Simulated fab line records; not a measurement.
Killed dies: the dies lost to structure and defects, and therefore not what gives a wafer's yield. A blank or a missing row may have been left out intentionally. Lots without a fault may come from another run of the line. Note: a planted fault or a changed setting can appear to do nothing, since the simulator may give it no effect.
Matching of chambers || flow nand-harc || NHARC_P_GATE_DEP_103 on pecvd-04: 3 sister chambers
The step deposits SiON, target thk 30 nm. 3 wafers are shown with their chamber, then 10 later ones without.

WAFERS WITH THEIR CHAMBER
{"wafer": "L385.3", "chamber": 1, "heater-power-w (W)": 742}
{"wafer": "L388.2", "chamber": 0, "heater-power-w (W)": 818}
{"wafer": "L388.3", "chamber": 2, "heater-power-w (W)": 625}

WAFERS WITHOUT THEIR CHAMBER
{"wafer": "L388.5", "heater-power-w (W)": 828}
{"wafer": "L389.2", "heater-power-w (W)": 876}
{"wafer": "L389.4", "heater-power-w (W)": 891}
{"wafer": "L389.5", "heater-power-w (W)": 657}
{"wafer": "L392.1", "heater-power-w (W)": 856}
{"wafer": "L392.3", "heater-power-w (W)": 700}
{"wafer": "L392.4", "heater-power-w (W)": 681}
{"wafer": "L401.1", "heater-power-w (W)": 824}
{"wafer": "L401.2", "heater-power-w (W)": 678}
{"wafer": "L401.4", "heater-power-w (W)": 697}

EACH ONE'S CHAMBER
{"wafer": "L388.5", "from the rows above": "can't be placed: 0 or 1", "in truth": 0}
{"wafer": "L389.2", "from the rows above": "can't be placed: 0 or 1", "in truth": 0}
{"wafer": "L389.4", "from the rows above": "can't be placed: 0 or 1", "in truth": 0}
{"wafer": "L389.5", "from the rows above": "can't be placed: 2 or 1", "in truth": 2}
{"wafer": "L392.1", "from the rows above": "can't be placed: 0 or 1", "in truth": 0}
{"wafer": "L392.3", "from the rows above": "can't be placed: 1 or 2 or 0", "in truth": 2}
{"wafer": "L392.4", "from the rows above": "can't be placed: 2 or 1 or 0", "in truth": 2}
{"wafer": "L401.1", "from the rows above": "can't be placed: 0 or 1", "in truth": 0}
{"wafer": "L401.2", "from the rows above": "can't be placed: 2 or 1 or 0", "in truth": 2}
{"wafer": "L401.4", "from the rows above": "can't be placed: 1 or 2 or 0", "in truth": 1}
Placed correctly: 0 of 10. Can't be placed from these rows: 10 (the true chamber is among the candidates in 10). Number placed wrongly: 0.
How it was worked out, from the rows above alone: a wafer's distance from a chamber is the root of the sum, over the readings, of the square of ((its reading less the chamber's mean) divided by the reading's scatter). The wafer belongs to the nearest chamber; if the next one is less than 2 further off, it can't be placed. A chamber's mean is the mean of its shown wafers. The scatter (one wafer shown for each chamber): square how far every hidden wafer sits from the nearest shown wafer, average those squares and take the square root.
